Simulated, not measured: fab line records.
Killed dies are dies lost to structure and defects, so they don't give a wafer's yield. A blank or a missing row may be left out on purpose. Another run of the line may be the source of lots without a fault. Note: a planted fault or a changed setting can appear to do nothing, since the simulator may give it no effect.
fab line records / flow n5Finfet
record lots=5 wafers=15 lastDay=16
route steps=1938 shown TV_LITHO@1876 TV_OPEN@1887
lots untouched by any fault: they come from a run of this same line in which no faults occurred
startH: the number of hours between the record's first day and the start of the first shown wafer of the lot / waitH: hours elapsed since this lot's preceding step / " same as the row above / L1.1+2: a row that stands for several wafers / - no value present, or no start provided / * or withheld: withheld / < > ~ a bound
route shown NAME@n: names a module that has steps shown in the file, with the first one's number in the route / usual: mean and standard deviation over wafers with no fault / same: alike in all rows / chamber/n: place in a boat / sites: readings site by site / _std_site: their standard deviation / _edge_site: mean of outer sites minus mean of inner sites / radiusMm: how far each site lies from the wafer's centre / mask NAME#n: copy n / behind: the tool/chamber that last shaped the wafer / hold: what put the lot on hold/how long, in hours/how the hold closed / device: whichever transistor did not switch (one of n, p or np) / end of line: at the end of the route, the tests of the same wafers / for a step that has no rows: nothing shown but its recipe / killed: not the wafer's yield, but the dies lost to structure and defects at the first sort / map: shows each die of a wafer: x if killed, . if not, _ if none is there
set.NAME: the setting that was run; set.NAME@STEP: the one run at that earlier step / model.NAME: the simulator's own value behind a step, which no gauge read
certain route steps with their lots: each step a table, each wafer a row
services: a tool's chamber out of use, with start hour (startH, from the record's first day; less than 0 if before it), hours out, and reason
## steps
# step N5_PASSIVATION_COAT_04
# recipe spinRpm=* resistThkNm=*
# step N5_PASSIVATION_EBR_06
# recipe solvent=PGMEA ebrWidthMm=1.5
# step N5_PASSIVATION_SOFTBAKE_05
# recipe tempC=100 timeS=90
# step N5_PASSIVATION_EXPOSE_07
# recipe maskId=TV na=0.55 sourceShape=conventional sigmaOuter=0.8 polarization=unpolarized defocusNm=0 targetCdNm=3000 doseMj=22.75
# step N5_PASSIVATION_PEB_08
# recipe pebTempC=withheld pebTimeS=*
# step N5_PASSIVATION_DEVELOP_09
# recipe developTimeS=60 rinseLiquid=diw dry=airSpin devTempC=21
# step N5_PASSIVATION_HARDBAKE_11
# recipe tempC=130 timeS=120
# step N5_PASSIVATION_CD_MEAS_10
# recipe targetCdNm=3000 landingEnergyEv=500 detector=seInlens
# usual cdNm=2999.8/1.9
# same landingEnergyEv=500
lot.wafer=L354.1 tool=cdSem-01 chamber=0 startH=262.25 waitH=- cdNm=3000.7
lot.wafer=L354.5 tool=cdSem-01 chamber=0 startH=262.25 waitH=- cdNm=3002.0
lot.wafer=L354.6 tool=cdSem-01 chamber=0 startH=262.25 waitH=- cdNm=3000.7
lot.wafer=L362.2 tool=cdSem-03 chamber=0 startH=311.75 waitH=- cdNm=2999.8
lot.wafer=L362.4 tool=cdSem-03 chamber=0 startH=311.75 waitH=- cdNm=2998.8
lot.wafer=L362.6 tool=cdSem-03 chamber=0 startH=311.75 waitH=- cdNm=2999.3
lot.wafer=L365.1 tool=cdSem-03 chamber=0 startH=335.75 waitH=- cdNm=3000.5
lot.wafer=L365.3 tool=cdSem-03 chamber=0 startH=335.75 waitH=- cdNm=3003.3
lot.wafer=L365.4 tool=cdSem-03 chamber=0 startH=335.75 waitH=- cdNm=3002.1
lot.wafer=L370.4 tool=cdSem-02 chamber=0 startH=355.17 waitH=- cdNm=2996.0
lot.wafer=L370.5 tool=cdSem-02 chamber=0 startH=355.17 waitH=- cdNm=2996.2
lot.wafer=L370.6 tool=cdSem-02 chamber=0 startH=355.17 waitH=- cdNm=2998.3
lot.wafer=L373.2 tool=cdSem-01 chamber=0 startH=375.68 waitH=- cdNm=2998.9
lot.wafer=L373.3 tool=cdSem-01 chamber=0 startH=375.68 waitH=- cdNm=2998.5
lot.wafer=L373.5 tool=cdSem-01 chamber=0 startH=375.68 waitH=- cdNm=3001.5
# step N5_PASSIVATION_OVL_MEAS_60
# recipe pointsPerWafer=44
# usual TV_OVL=1/5.5
lot.wafer=L354.1 tool=overlay-01 chamber=0 startH=262.28 waitH=0.0 TV_OVL[nm]=6
lot.wafer=L354.5 tool=overlay-01 chamber=0 startH=262.28 waitH=0.0 TV_OVL[nm]=10
lot.wafer=L354.6 tool=overlay-01 chamber=0 startH=262.28 waitH=0.0 TV_OVL[nm]=-1
lot.wafer=L362.2 tool=overlay-01 chamber=0 startH=311.78 waitH=0.0 TV_OVL[nm]=-5
lot.wafer=L362.4 tool=overlay-01 chamber=0 startH=311.78 waitH=0.0 TV_OVL[nm]=-13
lot.wafer=L362.6 tool=overlay-01 chamber=0 startH=311.78 waitH=0.0 TV_OVL[nm]=-9
lot.wafer=L365.1 tool=overlay-02 chamber=0 startH=335.79 waitH=0.0 TV_OVL[nm]=5
lot.wafer=L365.3 tool=overlay-02 chamber=0 startH=335.79 waitH=0.0 TV_OVL[nm]=4
lot.wafer=L365.4 tool=overlay-02 chamber=0 startH=335.79 waitH=0.0 TV_OVL[nm]=4
lot.wafer=L370.4 tool=overlay-02 chamber=0 startH=355.20 waitH=0.0 TV_OVL[nm]=-2
lot.wafer=L370.5 tool=overlay-02 chamber=0 startH=355.20 waitH=0.0 TV_OVL[nm]=-8
lot.wafer=L370.6 tool=overlay-02 chamber=0 startH=355.20 waitH=0.0 TV_OVL[nm]=-2
lot.wafer=L373.2 tool=overlay-02 chamber=0 startH=375.70 waitH=0.0 TV_OVL[nm]=-5
lot.wafer=L373.3 tool=overlay-02 chamber=0 startH=375.70 waitH=0.0 TV_OVL[nm]=-1
lot.wafer=L373.5 tool=overlay-02 chamber=0 startH=375.70 waitH=0.0 TV_OVL[nm]=2
# step N5_PASSIVATION_INSPECT_61
# recipe mode=adi inspectInstrument=macro
# usual rawDefectCount=1.9/1.3
lot.wafer=L354.1 tool=defectInspect-02 chamber=- startH=262.31 waitH=0.0 rawDefectCount=2
lot.wafer=L354.5 tool=defectInspect-02 chamber=- startH=262.31 waitH=0.0 rawDefectCount=2
lot.wafer=L354.6 tool=defectInspect-02 chamber=- startH=262.31 waitH=0.0 rawDefectCount=1
lot.wafer=L362.2 tool=defectInspect-01 chamber=- startH=311.80 waitH=0.0 rawDefectCount=2
lot.wafer=L362.4 tool=defectInspect-01 chamber=- startH=311.80 waitH=0.0 rawDefectCount=4
lot.wafer=L362.6 tool=defectInspect-01 chamber=- startH=311.80 waitH=0.0 rawDefectCount=4
lot.wafer=L365.1 tool=defectInspect-02 chamber=- startH=335.81 waitH=0.0 rawDefectCount=0
lot.wafer=L365.3 tool=defectInspect-02 chamber=- startH=335.81 waitH=0.0 rawDefectCount=2
lot.wafer=L365.4 tool=defectInspect-02 chamber=- startH=335.81 waitH=0.0 rawDefectCount=1
lot.wafer=L370.4 tool=defectInspect-01 chamber=- startH=355.22 waitH=0.0 rawDefectCount=2
lot.wafer=L370.5 tool=defectInspect-01 chamber=- startH=355.22 waitH=0.0 rawDefectCount=2
lot.wafer=L370.6 tool=defectInspect-01 chamber=- startH=355.22 waitH=0.0 rawDefectCount=1
lot.wafer=L373.2 tool=defectInspect-02 chamber=- startH=375.73 waitH=0.0 rawDefectCount=1
lot.wafer=L373.3 tool=defectInspect-02 chamber=- startH=375.73 waitH=0.0 rawDefectCount=1
lot.wafer=L373.5 tool=defectInspect-02 chamber=- startH=375.73 waitH=0.0 rawDefectCount=2
# step N5_PASSIVATION_DESCUM_12
# recipe chemistry=O2 timeS=7.9 sourcePowerW=50 biasPowerW=20 pressureMtorr=20 rfFrequencyHz=2.712e+07 tempC=40 o2FlowSccm=225
# usual drypumpMotorCurrentA=5.8/0.4 oesProductAu=0.80/0.07 rfVppV=243.1/1.5 showerheadPlenumPTorr=2.10/0.082 throttleValvePct=20.44/0.22
lot.wafer=L354.1 tool=rieDiel-03 chamber=0 startH=262.34 waitH=0.0 drypumpMotorCurrentA=5.4 oesProductAu=0.74 rfHoursCounterH=175 rfVppV=242.9 showerheadPlenumPTorr=2.08 throttleValvePct=20.58
lot.wafer=L354.5 tool=rieDiel-03 chamber=1 startH=262.34 waitH=0.0 drypumpMotorCurrentA=6.0 oesProductAu=0.71 rfHoursCounterH=- rfVppV=241.5 showerheadPlenumPTorr=1.99 throttleValvePct=20.47
lot.wafer=L354.6 tool=rieDiel-03 chamber=0 startH=262.34 waitH=0.0 drypumpMotorCurrentA=5.4 oesProductAu=0.74 rfHoursCounterH=- rfVppV=243.3 showerheadPlenumPTorr=2.08 throttleValvePct=20.58
lot.wafer=L362.2 tool=rieDiel-03 chamber=1 startH=312.77 waitH=1.0 drypumpMotorCurrentA=6.0 oesProductAu=0.70 rfHoursCounterH=232 rfVppV=240.0 showerheadPlenumPTorr=1.98 throttleValvePct=20.51
lot.wafer=L362.4 tool=rieDiel-03 chamber=0 startH=312.77 waitH=1.0 drypumpMotorCurrentA=5.4 oesProductAu=0.73 rfHoursCounterH=- rfVppV=242.4 showerheadPlenumPTorr=2.07 throttleValvePct=20.61
lot.wafer=L362.6 tool=rieDiel-03 chamber=3 startH=312.77 waitH=1.0 drypumpMotorCurrentA=6.0 oesProductAu=0.86 rfHoursCounterH=- rfVppV=244.8 showerheadPlenumPTorr=2.21 throttleValvePct=20.53
lot.wafer=L365.1 tool=rieDiel-05 chamber=0 startH=336.34 waitH=0.5 drypumpMotorCurrentA=6.3 oesProductAu=0.80 rfHoursCounterH=106 rfVppV=242.1 showerheadPlenumPTorr=2.02 throttleValvePct=20.74
lot.wafer=L365.3 tool=rieDiel-05 chamber=3 startH=336.34 waitH=0.5 drypumpMotorCurrentA=5.3 oesProductAu=0.91 rfHoursCounterH=26 rfVppV=242.2 showerheadPlenumPTorr=2.05 throttleValvePct=20.01
lot.wafer=L365.4 tool=rieDiel-05 chamber=2 startH=336.34 waitH=0.5 drypumpMotorCurrentA=5.4 oesProductAu=0.80 rfHoursCounterH=125 rfVppV=243.4 showerheadPlenumPTorr=2.20 throttleValvePct=20.44
lot.wafer=L370.4 tool=rieDiel-05 chamber=1 startH=355.60 waitH=0.4 drypumpMotorCurrentA=5.3 oesProductAu=0.80 rfHoursCounterH=117 rfVppV=244.1 showerheadPlenumPTorr=2.19 throttleValvePct=20.30
lot.wafer=L370.5 tool=rieDiel-05 chamber=3 startH=355.60 waitH=0.4 drypumpMotorCurrentA=5.3 oesProductAu=0.88 rfHoursCounterH=- rfVppV=241.7 showerheadPlenumPTorr=2.05 throttleValvePct=20.04
lot.wafer=L370.6 tool=rieDiel-05 chamber=0 startH=355.60 waitH=0.4 drypumpMotorCurrentA=6.4 oesProductAu=0.79 rfHoursCounterH=- rfVppV=242.8 showerheadPlenumPTorr=2.02 throttleValvePct=20.75
lot.wafer=L373.2 tool=rieDiel-04 chamber=3 startH=376.40 waitH=0.7 drypumpMotorCurrentA=6.0 oesProductAu=0.70 rfHoursCounterH=204 rfVppV=241.8 showerheadPlenumPTorr=1.98 throttleValvePct=20.42
lot.wafer=L373.3 tool=rieDiel-04 chamber=0 startH=376.40 waitH=0.7 drypumpMotorCurrentA=6.3 oesProductAu=0.71 rfHoursCounterH=224 rfVppV=243.7 showerheadPlenumPTorr=2.07 throttleValvePct=20.46
lot.wafer=L373.5 tool=rieDiel-04 chamber=3 startH=376.40 waitH=0.7 drypumpMotorCurrentA=6.0 oesProductAu=0.70 rfHoursCounterH=- rfVppV=241.7 showerheadPlenumPTorr=1.98 throttleValvePct=20.39
# step N5_PASSIVATION_PASS_ETCH_74
# recipe chemistry=CF4/O2 target=SiNx targetDepthA=2200 timeS=110 ionEnergyEv=100 pressureMtorr=40 sourceW=535 biasW=49 Ar_flow_sccm=100 cf4FlowSccm=100 O2_flow_sccm=10
# usual drypumpMotorCurrentA=5.8/0.41 oes_ar_750_au=0.79/0.068 oes_f_703_au=0.79/0.067 oesProductAu=0.80/0.07 rfFwdPowerW=532.8/1.8 rfVppV=239.4/2.3 showerheadPlenumPTorr=2.21/0.083 throttleValvePct=16.02/0.21
lot.wafer=L354.1 tool=rieDiel-03 chamber=0 startH=262.41 waitH=0.0 drypumpMotorCurrentA=5.4 oes_ar_750_au=0.74 oes_f_703_au=0.73 oesProductAu=0.73 rfFwdPowerW=534.5 rfHoursCounterH=175 rfVppV=242.5 showerheadPlenumPTorr=2.20 throttleValvePct=16.20
lot.wafer=L354.5 tool=rieDiel-03 chamber=1 startH=262.41 waitH=0.0 drypumpMotorCurrentA=6.0 oes_ar_750_au=0.72 oes_f_703_au=0.71 oesProductAu=0.71 rfFwdPowerW=531.2 rfHoursCounterH=- rfVppV=236.5 showerheadPlenumPTorr=2.10 throttleValvePct=16.06
lot.wafer=L354.6 tool=rieDiel-03 chamber=0 startH=262.41 waitH=0.0 drypumpMotorCurrentA=5.4 oes_ar_750_au=0.74 oes_f_703_au=0.74 oesProductAu=0.74 rfFwdPowerW=534.6 rfHoursCounterH=- rfVppV=240.7 showerheadPlenumPTorr=2.20 throttleValvePct=16.21
lot.wafer=L362.2 tool=rieDiel-03 chamber=1 startH=312.84 waitH=0.0 drypumpMotorCurrentA=6.0 oes_ar_750_au=0.71 oes_f_703_au=0.70 oesProductAu=0.70 rfFwdPowerW=530.4 rfHoursCounterH=232 rfVppV=234.7 showerheadPlenumPTorr=2.09 throttleValvePct=16.08
lot.wafer=L362.4 tool=rieDiel-03 chamber=0 startH=312.84 waitH=0.0 drypumpMotorCurrentA=5.4 oes_ar_750_au=0.73 oes_f_703_au=0.72 oesProductAu=0.71 rfFwdPowerW=537.1 rfHoursCounterH=- rfVppV=241.7 showerheadPlenumPTorr=2.19 throttleValvePct=16.24
lot.wafer=L362.6 tool=rieDiel-03 chamber=3 startH=312.84 waitH=0.0 drypumpMotorCurrentA=6.1 oes_ar_750_au=0.86 oes_f_703_au=0.86 oesProductAu=0.86 rfFwdPowerW=533.0 rfHoursCounterH=- rfVppV=238.9 showerheadPlenumPTorr=2.33 throttleValvePct=16.12
lot.wafer=L365.1 tool=rieDiel-05 chamber=0 startH=336.41 waitH=0.0 drypumpMotorCurrentA=6.3 oes_ar_750_au=0.80 oes_f_703_au=0.79 oesProductAu=0.79 rfFwdPowerW=531.8 rfHoursCounterH=106 rfVppV=241.0 showerheadPlenumPTorr=2.13 throttleValvePct=16.24
lot.wafer=L365.3 tool=rieDiel-05 chamber=3 startH=336.41 waitH=0.0 drypumpMotorCurrentA=5.3 oes_ar_750_au=0.89 oes_f_703_au=0.89 oesProductAu=0.89 rfFwdPowerW=534.2 rfHoursCounterH=26 rfVppV=237.8 showerheadPlenumPTorr=2.17 throttleValvePct=15.60
lot.wafer=L365.4 tool=rieDiel-05 chamber=2 startH=336.41 waitH=0.0 drypumpMotorCurrentA=5.4 oes_ar_750_au=0.79 oes_f_703_au=0.80 oesProductAu=0.79 rfFwdPowerW=533.7 rfHoursCounterH=125 rfVppV=242.4 showerheadPlenumPTorr=2.30 throttleValvePct=15.92
lot.wafer=L370.4 tool=rieDiel-05 chamber=1 startH=355.67 waitH=0.0 drypumpMotorCurrentA=5.3 oes_ar_750_au=0.81 oes_f_703_au=0.82 oesProductAu=0.81 rfFwdPowerW=535.1 rfHoursCounterH=117 rfVppV=238.5 showerheadPlenumPTorr=2.30 throttleValvePct=15.87
lot.wafer=L370.5 tool=rieDiel-05 chamber=3 startH=355.67 waitH=0.0 drypumpMotorCurrentA=5.3 oes_ar_750_au=0.89 oes_f_703_au=0.89 oesProductAu=0.88 rfFwdPowerW=534.5 rfHoursCounterH=- rfVppV=238.5 showerheadPlenumPTorr=2.16 throttleValvePct=15.62
lot.wafer=L370.6 tool=rieDiel-05 chamber=0 startH=355.67 waitH=0.0 drypumpMotorCurrentA=6.3 oes_ar_750_au=0.79 oes_f_703_au=0.78 oesProductAu=0.79 rfFwdPowerW=533.5 rfHoursCounterH=- rfVppV=241.4 showerheadPlenumPTorr=2.13 throttleValvePct=16.28
lot.wafer=L373.2 tool=rieDiel-04 chamber=3 startH=376.47 waitH=0.0 drypumpMotorCurrentA=6.0 oes_ar_750_au=0.71 oes_f_703_au=0.73 oesProductAu=0.71 rfFwdPowerW=535.2 rfHoursCounterH=204 rfVppV=234.8 showerheadPlenumPTorr=2.10 throttleValvePct=16.06
lot.wafer=L373.3 tool=rieDiel-04 chamber=0 startH=376.47 waitH=0.0 drypumpMotorCurrentA=6.2 oes_ar_750_au=0.70 oes_f_703_au=0.69 oesProductAu=0.69 rfFwdPowerW=534.9 rfHoursCounterH=224 rfVppV=239.0 showerheadPlenumPTorr=2.17 throttleValvePct=16.02
lot.wafer=L373.5 tool=rieDiel-04 chamber=3 startH=376.47 waitH=0.0 drypumpMotorCurrentA=6.0 oes_ar_750_au=0.71 oes_f_703_au=0.72 oesProductAu=0.71 rfFwdPowerW=531.9 rfHoursCounterH=- rfVppV=235.2 showerheadPlenumPTorr=2.10 throttleValvePct=16.07
# step N5_PASSIVATION_VIA_ETCH_13
# recipe chemistry=CHF3/O2 target=SiO2 targetDepthA=6600 CHF3_flow_sccm=50 O2_flow_sccm=5 Ar_flow_sccm=200 timeS=330 maskMaterial=PR pressureMtorr=30 sourceW=650 biasW=170 ionEnergyEv=200 ends=cleared
# usual drypumpMotorCurrentA=5.8/0.41 etchRfOnTimeS=235/3.7 oes_ar_750_au=0.80/0.068 oes_f_703_au=0.79/0.068 oesProductAu=0.72/0.063 rfFwdPowerW=647.9/2.2 rfVppV=521/4.9 showerheadPlenumPTorr=2.42/0.092 throttleValvePct=18.91/0.22
lot.wafer=L354.1 tool=rieDiel-03 chamber=0 startH=262.50 waitH=0.0 drypumpMotorCurrentA=5.4 etchRfOnTimeS=237 oes_ar_750_au=0.74 oes_f_703_au=0.73 oesProductAu=0.66 rfFwdPowerW=649.9 rfHoursCounterH=175 rfVppV=525 showerheadPlenumPTorr=2.40 throttleValvePct=19.12
lot.wafer=L354.5 tool=rieDiel-03 chamber=1 startH=262.50 waitH=0.0 drypumpMotorCurrentA=6.0 etchRfOnTimeS=235 oes_ar_750_au=0.72 oes_f_703_au=0.71 oesProductAu=0.64 rfFwdPowerW=649.4 rfHoursCounterH=- rfVppV=512 showerheadPlenumPTorr=2.29 throttleValvePct=18.92
lot.wafer=L354.6 tool=rieDiel-03 chamber=0 startH=262.50 waitH=0.0 drypumpMotorCurrentA=5.4 etchRfOnTimeS=239 oes_ar_750_au=0.74 oes_f_703_au=0.73 oesProductAu=0.66 rfFwdPowerW=650.6 rfHoursCounterH=- rfVppV=525 showerheadPlenumPTorr=2.40 throttleValvePct=19.11
lot.wafer=L362.2 tool=rieDiel-03 chamber=1 startH=312.93 waitH=0.0 drypumpMotorCurrentA=6.0 etchRfOnTimeS=259 oes_ar_750_au=0.61 oes_f_703_au=0.52 oesProductAu=0.60 rfFwdPowerW=488.9 rfHoursCounterH=232 rfVppV=587 showerheadPlenumPTorr=2.28 throttleValvePct=18.95
lot.wafer=L362.4 tool=rieDiel-03 chamber=0 startH=312.93 waitH=0.0 drypumpMotorCurrentA=5.4 etchRfOnTimeS=236 oes_ar_750_au=0.73 oes_f_703_au=0.73 oesProductAu=0.66 rfFwdPowerW=648.6 rfHoursCounterH=- rfVppV=527 showerheadPlenumPTorr=2.40 throttleValvePct=19.12
lot.wafer=L362.6 tool=rieDiel-03 chamber=3 startH=312.93 waitH=0.0 drypumpMotorCurrentA=6.0 etchRfOnTimeS=233 oes_ar_750_au=0.86 oes_f_703_au=0.86 oesProductAu=0.78 rfFwdPowerW=648.9 rfHoursCounterH=- rfVppV=523 showerheadPlenumPTorr=2.55 throttleValvePct=19.04
lot.wafer=L365.1 tool=rieDiel-05 chamber=0 startH=336.50 waitH=0.0 drypumpMotorCurrentA=6.4 etchRfOnTimeS=232 oes_ar_750_au=0.79 oes_f_703_au=0.79 oesProductAu=0.72 rfFwdPowerW=651.4 rfHoursCounterH=106 rfVppV=524 showerheadPlenumPTorr=2.33 throttleValvePct=19.17
lot.wafer=L365.3 tool=rieDiel-05 chamber=3 startH=336.50 waitH=0.0 drypumpMotorCurrentA=5.3 etchRfOnTimeS=232 oes_ar_750_au=0.90 oes_f_703_au=0.89 oesProductAu=0.82 rfFwdPowerW=647.3 rfHoursCounterH=26 rfVppV=519 showerheadPlenumPTorr=2.37 throttleValvePct=18.52
lot.wafer=L365.4 tool=rieDiel-05 chamber=2 startH=336.50 waitH=0.0 drypumpMotorCurrentA=5.4 etchRfOnTimeS=234 oes_ar_750_au=0.79 oes_f_703_au=0.80 oesProductAu=0.72 rfFwdPowerW=646.1 rfHoursCounterH=125 rfVppV=527 showerheadPlenumPTorr=2.51 throttleValvePct=18.81
lot.wafer=L370.4 tool=rieDiel-05 chamber=1 startH=355.76 waitH=0.0 drypumpMotorCurrentA=5.3 etchRfOnTimeS=233 oes_ar_750_au=0.81 oes_f_703_au=0.82 oesProductAu=0.72 rfFwdPowerW=648.3 rfHoursCounterH=117 rfVppV=520 showerheadPlenumPTorr=2.52 throttleValvePct=18.76
lot.wafer=L370.5 tool=rieDiel-05 chamber=3 startH=355.76 waitH=0.0 drypumpMotorCurrentA=5.3 etchRfOnTimeS=239 oes_ar_750_au=0.89 oes_f_703_au=0.88 oesProductAu=0.80 rfFwdPowerW=651.2 rfHoursCounterH=- rfVppV=520 showerheadPlenumPTorr=2.37 throttleValvePct=18.51
lot.wafer=L370.6 tool=rieDiel-05 chamber=0 startH=355.76 waitH=0.0 drypumpMotorCurrentA=6.3 etchRfOnTimeS=233 oes_ar_750_au=0.79 oes_f_703_au=0.79 oesProductAu=0.71 rfFwdPowerW=651.4 rfHoursCounterH=- rfVppV=524 showerheadPlenumPTorr=2.33 throttleValvePct=19.20
lot.wafer=L373.2 tool=rieDiel-04 chamber=3 startH=376.56 waitH=0.0 drypumpMotorCurrentA=6.0 etchRfOnTimeS=234 oes_ar_750_au=0.71 oes_f_703_au=0.72 oesProductAu=0.63 rfFwdPowerW=647.8 rfHoursCounterH=204 rfVppV=512 showerheadPlenumPTorr=2.29 throttleValvePct=18.88
lot.wafer=L373.3 tool=rieDiel-04 chamber=0 startH=376.56 waitH=0.0 drypumpMotorCurrentA=6.3 etchRfOnTimeS=238 oes_ar_750_au=0.70 oes_f_703_au=0.69 oesProductAu=0.63 rfFwdPowerW=645.5 rfHoursCounterH=224 rfVppV=520 showerheadPlenumPTorr=2.38 throttleValvePct=18.86
lot.wafer=L373.5 tool=rieDiel-04 chamber=3 startH=376.56 waitH=0.0 drypumpMotorCurrentA=6.0 etchRfOnTimeS=235 oes_ar_750_au=0.71 oes_f_703_au=0.72 oesProductAu=0.64 rfFwdPowerW=649.4 rfHoursCounterH=- rfVppV=511 showerheadPlenumPTorr=2.29 throttleValvePct=18.86
# step N5_PASSIVATION_STRIP_14
# recipe chemistry=O2 powerW=600 tempC=60 pressureMtorr=30 rfFrequencyHz=6e+07 biasPowerW=0 overashFraction=0.5 o2FlowSccm=225
# usual drypumpMotorCurrentA=5.8/0.4 oesProductAu=0.80/0.069 rfVppV=3.8/0.88 showerheadPlenumPTorr=2.10/0.082 throttleValvePct=16.69/0.22
lot.wafer=L354.1 tool=rieDiel-03 chamber=0 startH=262.69 waitH=0.1 drypumpMotorCurrentA=5.4 oesProductAu=0.74 rfHoursCounterH=175 rfVppV=4.2 showerheadPlenumPTorr=2.08 throttleValvePct=16.86
lot.wafer=L354.5 tool=rieDiel-03 chamber=1 startH=262.69 waitH=0.1 drypumpMotorCurrentA=6.0 oesProductAu=0.71 rfHoursCounterH=- rfVppV=4.4 showerheadPlenumPTorr=1.99 throttleValvePct=16.75
lot.wafer=L354.6 tool=rieDiel-03 chamber=0 startH=262.69 waitH=0.1 drypumpMotorCurrentA=5.4 oesProductAu=0.73 rfHoursCounterH=- rfVppV=3.6 showerheadPlenumPTorr=2.08 throttleValvePct=16.86
lot.wafer=L362.2 tool=rieDiel-03 chamber=1 startH=313.13 waitH=0.1 drypumpMotorCurrentA=6.0 oesProductAu=0.70 rfHoursCounterH=233 rfVppV=4.3 showerheadPlenumPTorr=1.99 throttleValvePct=16.79
lot.wafer=L362.4 tool=rieDiel-03 chamber=0 startH=313.13 waitH=0.1 drypumpMotorCurrentA=5.4 oesProductAu=0.72 rfHoursCounterH=- rfVppV=3.8 showerheadPlenumPTorr=2.08 throttleValvePct=16.90
lot.wafer=L362.6 tool=rieDiel-03 chamber=3 startH=313.13 waitH=0.1 drypumpMotorCurrentA=6.1 oesProductAu=0.87 rfHoursCounterH=- rfVppV=3.0 showerheadPlenumPTorr=2.22 throttleValvePct=16.73
lot.wafer=L365.1 tool=rieDiel-05 chamber=0 startH=336.70 waitH=0.1 drypumpMotorCurrentA=6.3 oesProductAu=0.80 rfHoursCounterH=106 rfVppV=3.8 showerheadPlenumPTorr=2.03 throttleValvePct=16.93
lot.wafer=L365.3 tool=rieDiel-05 chamber=3 startH=336.70 waitH=0.1 drypumpMotorCurrentA=5.3 oesProductAu=0.90 rfHoursCounterH=26 rfVppV=4.6 showerheadPlenumPTorr=2.05 throttleValvePct=16.24
lot.wafer=L365.4 tool=rieDiel-05 chamber=2 startH=336.70 waitH=0.1 drypumpMotorCurrentA=5.4 oesProductAu=0.81 rfHoursCounterH=125 rfVppV=4.4 showerheadPlenumPTorr=2.20 throttleValvePct=16.65
lot.wafer=L370.4 tool=rieDiel-05 chamber=1 startH=355.96 waitH=0.1 drypumpMotorCurrentA=5.3 oesProductAu=0.80 rfHoursCounterH=117 rfVppV=4.4 showerheadPlenumPTorr=2.20 throttleValvePct=16.56
lot.wafer=L370.5 tool=rieDiel-05 chamber=3 startH=355.96 waitH=0.1 drypumpMotorCurrentA=5.4 oesProductAu=0.91 rfHoursCounterH=- rfVppV=3.7 showerheadPlenumPTorr=2.05 throttleValvePct=16.26
lot.wafer=L370.6 tool=rieDiel-05 chamber=0 startH=355.96 waitH=0.1 drypumpMotorCurrentA=6.3 oesProductAu=0.79 rfHoursCounterH=- rfVppV=2.5 showerheadPlenumPTorr=2.03 throttleValvePct=16.92
lot.wafer=L373.2 tool=rieDiel-04 chamber=3 startH=376.76 waitH=0.1 drypumpMotorCurrentA=6.0 oesProductAu=0.71 rfHoursCounterH=204 rfVppV=2.5 showerheadPlenumPTorr=1.99 throttleValvePct=16.70
lot.wafer=L373.3 tool=rieDiel-04 chamber=0 startH=376.76 waitH=0.1 drypumpMotorCurrentA=6.3 oesProductAu=0.70 rfHoursCounterH=224 rfVppV=4.3 showerheadPlenumPTorr=2.08 throttleValvePct=16.76
lot.wafer=L373.5 tool=rieDiel-04 chamber=3 startH=376.76 waitH=0.1 drypumpMotorCurrentA=6.0 oesProductAu=0.71 rfHoursCounterH=- rfVppV=3.9 showerheadPlenumPTorr=1.99 throttleValvePct=16.70
## services
tool=rieDiel-05 chamber=3 startH=242.10 hours=- kind=clean
tool=rieDiel-05 chamber=3 startH=242.10 hours=- kind=consumableReplace:focusRing
tool=rieDiel-05 chamber=3 startH=242.10 hours=27.1 kind=scheduledDown
tool=rieDiel-05 chamber=3 startH=242.10 hours=27.1 kind=ventCycle
tool=rieDiel-05 chamber=1 startH=245.40 hours=1.7 kind=repair
tool=rieDiel-04 chamber=2 startH=270.32 hours=2.7 kind=repair
tool=rieDiel-04 chamber=2 startH=293.38 hours=3.7 kind=repair
tool=rieDiel-03 chamber=1 startH=352.01 hours=- kind=clean
tool=rieDiel-03 chamber=1 startH=352.01 hours=- kind=consumableReplace:focusRing
tool=rieDiel-03 chamber=1 startH=352.01 hours=- kind=consumableReplace:showerhead
tool=rieDiel-03 chamber=1 startH=352.01 hours=10.5 kind=scheduledDown
tool=rieDiel-03 chamber=1 startH=352.01 hours=10.5 kind=ventCycle
tool=rieDiel-03 chamber=- startH=370.21 hours=10.0 kind=pm
tool=rieDiel-04 chamber=2 startH=373.47 hours=3.8 kind=repair
## key
firstSign step=N5_PASSIVATION_VIA_ETCH_13 reading=rfFwdPowerW direction=down sigmas=74 usual=* struck=*
effect step=N5_PASSIVATION_VIA_ETCH_13 reading=rfVppV direction=up sigmas=13 usual=521 struck=587
metAt N5_PASSIVATION_VIA_ETCH_13
struckWafers L362.2
onsetBetween 262.50 312.93
fault kind=processParameterDrift tool=rieDiel-03 chamber=1 onsetH=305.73 steps=N5_PASSIVATION_VIA_ETCH_13 channel=sourceW offset=-156 shape=step endH=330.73 actsIn=theseRecipesOnly stated=650
